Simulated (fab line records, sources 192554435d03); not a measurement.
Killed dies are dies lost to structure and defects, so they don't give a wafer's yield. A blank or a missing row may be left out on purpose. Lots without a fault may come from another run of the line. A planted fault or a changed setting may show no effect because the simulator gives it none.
Problem report in the 8D (eight disciplines) form, filled by code | flow n5_finfet | the parts of the form that need people (team, actions taken, sign-off) are left out

1. THE PROBLEM
trench_depth_nm at N5_BEOL_M1_OCD_MEAS_38 reads a mean of 48.7 nm on 1 wafer of 1 lot; wafers without a fault read 54.3 nm with a standard deviation of 1.3. That is -4.3 standard deviations from the usual mean.
First seen on wafer L988.5, day 9 20:35, on ocd-02. The record holds 27 wafers of 9 lots with a number at this step. Rule for "out", or "out of limits": more than 4 standard deviations from the usual mean. The other wafers with a number count as sound.

2. WHAT IT IS AND WHAT IT IS NOT
question                    | is               | is not
which readings at this step | trench_depth_nm  | -
which lots                  | L988             | L978, L980, L982, L983, L994, L995, L996, L998
which wafers of those lots  | L988.5           | L988.1, L988.4
read on which gauges        | ocd-02           | ocd-01
when                        | from day 9 20:35 | up to then (14 sound wafers); but 12 sound wafers of L994, L995, L996, L998 came after

3. SUSPECTS, AND WHAT RULES EACH OUT
Counting: a tool at a process step up to the reading stays a suspect if it ran every lot that is out. Sound lots after the first of them don't rule it out here, since some wafers of a struck lot are sound.
- the gauge at N5_BEOL_M1_OCD_MEAS_38: ruled out. All the wafers that are out were read on ocd-02, but those of them that N5_PASSIVATION_PROBE_49 has rows for are out there too, on other tools.
- rie_metal-01 at N5_BEOL_M1_HM_OPEN_17 (chemistry Cl2/BCl3, target TiN, target depth 20 nm, overetch 6 nm): kept. It ran the lot that is out, L988 (day 9 13:55); its last sound lot up to then is L983 (day 8 01:16).
- rie_diel-06 at N5_BEOL_M1_STRIP_97 (strips in N2/H2, time 10 s): kept. It ran the lot that is out, L988 (day 9 20:35); its last sound lot up to then is L983 (day 8 07:13). N5_BEOL_M1_STRIP_97 gives no start for some lots, so the hours and the order of its lots are those of N5_BEOL_M1_OCD_MEAS_38.
Left after counting: rie_metal-01 at N5_BEOL_M1_HM_OPEN_17, rie_diel-06 at N5_BEOL_M1_STRIP_97.

4. THE CAUSE (what the simulator had put in)
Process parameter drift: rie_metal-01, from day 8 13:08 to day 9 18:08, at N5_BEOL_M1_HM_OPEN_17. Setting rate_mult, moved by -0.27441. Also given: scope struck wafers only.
Counting left 2 suspects, and this tool is among them.

5. THE CHAIN OF EFFECTS, in route order
Each row: a reading whose mean over the struck wafers that have a number lies more than 3 standard deviations from the usual. Only readings for which the record gives a usual standard deviation are gone through. hours: the time from each lot's start at the first step in this table that gives one to its start at this step, as a median over the lots. sigmas: the change in usual standard deviations.
hours | step                    | reading              | usual   | on struck wafers | change | sigmas
0     | N5_BEOL_M1_OCD_MEAS_38  | trench_depth_nm      | 54.3 nm | 48.7             | -5.6   | -4.3
160   | N5_PASSIVATION_PROBE_49 | defect_limited_yield | 91.2 %  | 85.4             | -5.8   | -3.9
160   | N5_PASSIVATION_PROBE_49 | killed_at_M0_to_M3   | 33      | 86               | +53    | +5.5
160   | N5_PASSIVATION_PROBE_49 | killed_at_other      | 4       | 14               | +10    | +3.3
160   | N5_PASSIVATION_PROBE_49 | killed_dies          | 104     | 172              | +68    | +4.0
160   | N5_PASSIVATION_PROBE_49 | sort_bin_5_function  | 5.2 %   | 10.6             | +5.4   | +5.7
160   | N5_PASSIVATION_PROBE_49 | sort_n_pass          | 1076    | 1008             | -68    | -4.0
160   | N5_PASSIVATION_PROBE_49 | sort_yield_pct       | 91.2 %  | 85.4             | -5.8   | -3.9
The process steps in it:
- N5_PASSIVATION_PROBE_49
Later measuring or inspecting steps at which every struck wafer that the step has a row for has a number for every such reading, and none has moved that far: N5_BEOL_M4_RC_MEAS_101.

6. WHAT WOULD HAVE CAUGHT IT SOONER
In this record the first reading out of limits at a measuring or inspecting step was taken at day 9 20:35, 31 hours after the fault began at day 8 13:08.
Of the tool readings at N5_BEOL_M1_HM_OPEN_17 for which the record gives a usual standard deviation, none was out on any struck wafer, so an alarm limit of 4 standard deviations on them would not have fired.
All the lots that are out (1) had begun N5_BEOL_M1_HM_OPEN_17 on rie_metal-01 by day 9 20:35. A hold on the tool at that time would have spared none of them.
